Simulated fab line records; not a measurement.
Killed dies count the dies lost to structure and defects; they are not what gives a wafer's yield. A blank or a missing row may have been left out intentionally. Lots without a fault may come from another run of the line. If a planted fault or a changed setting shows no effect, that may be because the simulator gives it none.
Matching of chambers ; flow n5Finfet ; cmp-02 running N5_GATE_CUT_CMP_02: 4 sister chambers
The step polishes, stops on SiO2, t overpolish 12.7 s, target thk 0 nm. 8 wafers are shown with their chamber, then 8 later ones without.

== WAFERS PAIRED WITH THEIR CHAMBERS ==
wafer;chamber;motorCurrentA (A);timeToEndpointS (s)
L077.5;3;9.4;26
L081.1;0;9.7;30
L081.2;2;9.4;25
L081.5;1;10.2;26
L092.1;0;9.5;26
L092.4;2;9.4;22
L092.6;1;10.7;23
L094.2;3;8.8;22

== WAFERS MISSING THEIR CHAMBER ==
wafer;motorCurrentA (A);timeToEndpointS (s)
L094.3;9.4;27
L094.4;9.7;23
L096.2;9.4;26
L096.3;10.6;27
L096.4;9.9;29
L097.1;9.9;27
L097.2;9.1;23
L097.4;9.6;22

== WHICH CHAMBER EACH ONE RAN IN ==
wafer;from the rows above;in truth
L094.3;can't be placed: 0 or 2 or 3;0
L094.4;can't be placed: 2 or 0 or 3 or 1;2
L096.2;can't be placed: 2 or 0 or 3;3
L096.3;1;1
L096.4;can't be placed: 0 or 1 or 2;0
L097.1;can't be placed: 0 or 1 or 2 or 3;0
L097.2;can't be placed: 3 or 2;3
L097.4;can't be placed: 2 or 3 or 0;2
Placed correctly: 1 of 8. From these rows, 7 cannot be placed; in 7 the true chamber is one of the candidates. Wrongly placed: 0.
How it was worked out, from the rows above alone: a wafer's distance from a chamber is the root of the sum, over the readings, of the square of ((its reading less the chamber's mean) divided by the reading's scatter). The wafer belongs to the nearest chamber; if the next one is less than 2 further off, it can't be placed. For every chamber, the mean is computed from those of its wafers that are shown. The scatter: take each reading less its chamber's mean, square it, sum over the shown wafers, divide by the number of wafers less the number of chambers, and take the root.
